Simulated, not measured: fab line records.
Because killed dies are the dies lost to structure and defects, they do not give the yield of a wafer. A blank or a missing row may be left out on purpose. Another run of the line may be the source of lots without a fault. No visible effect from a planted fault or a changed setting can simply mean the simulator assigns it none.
Comparing a struck lot with a sound one | flow n5_finfet | 16 steps out of a route of 1938
Sound: these wafers, L410.2, L410.3, L410.4. Struck: wafers L414.3, L414.5, L414.6. The cause is given at the end.
Per side, at each step with rows, come the tool, then ch with its chambers, and then its first start. Under that, the readings that differ: sound wafers | struck wafers | difference of the means | sigmas: that difference in standard deviations of wafers without a fault.
alike: same words and numbers on both sides, and readings whose means sit less than 2 such deviations apart. not compared: any withheld reading, any reading some wafer has no value for, any bound like >300 that may hide the same value, and any number with overlapping values for which the record gives no deviation.
The two part at a step that has a row with sigmas, a row that says differs or no value, or rows on one side only. Non-overlapping numbers with no deviation appear without sigmas and do not part them. Lack of a reading on every wafer of one side parts them only where that side has two or more wafers.

first, 12 steps without rows for these wafers: N5_MOL_CONTACT_COAG_DESCUM_45 (chemistry O2, time 7 s); N5_MOL_CONTACT_COAG_ETCH_65 (etches underlayer in N2/H2, target depth 13 nm, time 10.4 s); N5_MOL_CONTACT_COAG_ETCH_66 (etches SiARC in CF4, target depth 13 nm, time 21.7 s); N5_MOL_CONTACT_COAG_ALD_133 (deposits SiO2, target thk 5 nm, pulse time 1 s, co reactant pulse time 1 s); N5_MOL_CONTACT_COAG_ETCHBACK_134 (etches SiO2 in CHF3, target depth 10 nm, time 6.7 s); N5_MOL_CONTACT_COAG_ETCH_67 (etches SOC in N2/H2, target depth 60 nm, overetch 21 nm, time 101.2 s); N5_MOL_CONTACT_COAG_STRIP_68 (strips in N2/H2); N5_MOL_CONTACT_COAG_STRIP_69 (strips in N2/H2); N5_MOL_CONTACT_COAG_ETCHBACK_136 (etches SiO2 in CHF3, target depth 25 nm, time 16.7 s); N5_MOL_CONTACT_COAG_STRIP_120 (strips in CHF3); N5_MOL_CONTACT_COAG_VIA_ETCH_117 (etches SiO2 in C4F6/O2, target depth 40 nm, overetch 8 nm, time 26 s); N5_MOL_CONTACT_COAG_ETCH_124 (etches SiNx in CH3F/O2, stops on SiOC, target depth 6.5 nm).
N5_MOL_CONTACT_COAG_ETCH_48: etches SiOC in C4F6/O2, target depth 15 nm, overetch 4.5 nm, time 17 s.
  sound on rie_diel-04 ch 1,2,3, day 6 14:07; struck on rie_diel-04 ch 0,1,2, day 7 14:45
  no value came back on the struck wafers for any of 8 readings (C4F6_flow_sccm (sccm), O2_flow_sccm (sccm) and others); on the sound wafers C4F6_flow_sccm (sccm) reads 10.04 10.01 10.01
  reading                                           | sound          | struck       | difference | sigmas
  model.SOC_of_MOL_CONTACT_COAG_COAT_62.thk_nm (nm) | 45.4 45.6 45.4 | 48.6 49 48.4 | +3.2       |
then, 1 step without rows for these wafers: N5_MOL_CONTACT_COAG_STRIP_72 (strips in N2/H2).
N5_BEOL_M4_RC_MEAS_101:
  the record has rows for the sound wafers here (prober-01 ch 0, day 9 03:38) and none for the struck ones
-- record jumps: 7 days separate the struck wafers' starts on either side; left off in module BEOL_M4, taken up again in module PASSIVATION, whose first shown step is the route's number 1936 --
N5_PASSIVATION_PROBE_49:
  sound on prober-02, day 13 13:05; struck on prober-01, day 14 19:40
  reading            | sound       | struck         | difference | sigmas
  killed_at_contacts | 8 8 0       | 1086 1080 1067 | +1072      | +99 or more
  killed_dies        | 114 109 107 | 1180 1180 1180 | +1070      | +71
  killed_on_rim      | 17 14 13    | 152 152 152    | +137       | +37
  alike: killed_at_M0_to_M3, killed_at_M4_up, killed_at_front_end, killed_at_other, killed_open, killed_short

WHERE THEY PART
First at N5_MOL_CONTACT_COAG_ETCH_48; last, within this record, at N5_PASSIVATION_PROBE_49.

WHY: whatever the simulator had introduced
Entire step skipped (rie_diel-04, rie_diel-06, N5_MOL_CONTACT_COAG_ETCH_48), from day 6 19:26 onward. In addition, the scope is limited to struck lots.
